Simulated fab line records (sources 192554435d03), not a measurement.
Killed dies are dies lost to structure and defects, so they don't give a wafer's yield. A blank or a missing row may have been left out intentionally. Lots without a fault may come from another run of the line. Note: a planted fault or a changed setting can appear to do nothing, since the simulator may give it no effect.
Comparing a struck lot with a sound one | flow n5_finfet | 15 out of 1938 route steps
Sound: wafers L834.1, L834.5, L834.6. Struck: wafer L845.6 (left out: L845.3, L845.4 of the same lot, which were not struck); the cause appears at the end.
For every step that has rows: the tool of each side, followed by ch and its chambers, followed by its first start. Under that, the readings that differ: sound wafers | struck wafers | difference of the means | sigmas: that difference in standard deviations of wafers without a fault.
alike: same words and numbers on both sides, and readings whose means sit less than 2 such deviations apart. not compared: any withheld reading, any reading some wafer has no value for, any bound like >300 that may hide the same value, and any number with overlapping values for which the record gives no deviation.
A row with sigmas, a row that says differs or no value, or rows on one side alone: a step with any of these is where the two part. Numbers that have no deviation but don't overlap get no sigmas and don't part them. Lack of a reading on every wafer of one side parts them only where that side has two or more wafers.

first, 2 steps without rows for these wafers: N5_FIN_CUT_STRIP_31 (strips in N2/H2); N5_FIN_CUT_STRIP_24 (strips in CF4).
N5_FIN_CUT_CUT_ETCH_26: etches SiNx in CH3F/O2, target depth 39 nm, time 55.7 s.
  sound on rie_diel-01 ch 0,1,2, day 4 09:23; struck on rie_diel-01 ch 0, day 7 03:17
  alike: drypump_motor_current_A, oes_product_au, rf_vpp_V, showerhead_plenum_p_Torr, throttle_valve_pct
  not compared: rf_hours_counter_h
N5_FIN_CUT_CUT_ETCH_27: etches SiO2 in CHF3/O2, target depth 4 nm, overetch 2 nm, time 4.9 s.
  sound on rie_diel-01 ch 0,1,2, day 4 09:25; struck on rie_diel-01 ch 0, day 7 03:19
  alike: drypump_motor_current_A, oes_product_au, rf_vpp_V, showerhead_plenum_p_Torr, throttle_valve_pct
  not compared: rf_hours_counter_h
then, 1 step without rows for these wafers: N5_FIN_CUT_PRECLEAN_35 (cleans in vHF, time 13.3 s).
N5_FIN_CUT_CUT_ETCH_15: etches Si in HBr/Cl2/O2, target depth 100 nm, bt time 10 s, time 42.4 s.
  sound on rie_si-03 ch 0,1,3, day 4 09:34; struck on rie_si-06 ch 0, day 7 03:28
  alike: drypump_motor_current_A, oes_product_au, throttle_valve_pct
  not compared: rf_hours_counter_h
N5_FIN_CUT_CUT_ETCH_28: etches Si in HBr/Cl2/O2, target depth 6 nm, time 2.4 s.
  sound on rie_si-03 ch 0,1,3, day 4 09:38; struck on rie_si-06 ch 0, day 7 03:31
  alike: drypump_motor_current_A, oes_product_au, throttle_valve_pct
  not compared: rf_hours_counter_h
N5_FIN_CUT_STRIP_22: strips in N2/H2.
  sound on rie_diel-03 ch 0,2,3, day 4 09:41; struck on rie_diel-02 ch 1, day 7 03:35
  reading      | sound          | struck | difference | sigmas
  rf_vpp_V (V) | 51.9 52.9 55.2 | 58.5   | +5.2       | +2
  alike: drypump_motor_current_A, n2_flow_sccm, oes_product_au, showerhead_plenum_p_Torr, throttle_valve_pct
  not compared: rf_hours_counter_h
then, 3 steps without rows for these wafers: N5_FIN_CUT_PRECLEAN_36 (cleans in O3/DIW, time 60 s); N5_FIN_CUT_SRD_32 (time 30 s); N5_FIN_CUT_UV_OZONE_34 (time 120 s).
N5_FIN_CUT_INSPECT_17: inspects for defects (brightfield).
  sound: defect_inspect-02 at day 4 09:52; struck: defect_inspect-02 at day 7 03:45
  alike: raw_defect_count
N5_STI_FIN_REVEAL_ALD_00: deposits SiO2, target thk 1 nm, pulse time 1 s.
  sound on ald_sin-04 ch 0,3, day 4 09:54; struck on ald_sin-04 ch 1, day 7 03:59
  reading                                         | sound | struck | difference | sigmas
  model.SiO2_of_STI_FIN_REVEAL_ALD_00.thk_nm (nm) | 1 1 1 | 1.6    | +0.6       |
  alike: heater_power_w, precursor_pulse_height_rel
then, 2 steps without rows for these wafers: N5_STI_FIN_REVEAL_ALD_14 (deposits Si3N4, target thk 3 nm); N5_PASSIVATION_PROBE_49.

== WHERE THEY PART ==
N5_FIN_CUT_STRIP_22 only, going by this record. Later steps at which nothing parts them and some readings are alike: N5_FIN_CUT_INSPECT_17, N5_STI_FIN_REVEAL_ALD_00.

WHY: what the simulator had put in
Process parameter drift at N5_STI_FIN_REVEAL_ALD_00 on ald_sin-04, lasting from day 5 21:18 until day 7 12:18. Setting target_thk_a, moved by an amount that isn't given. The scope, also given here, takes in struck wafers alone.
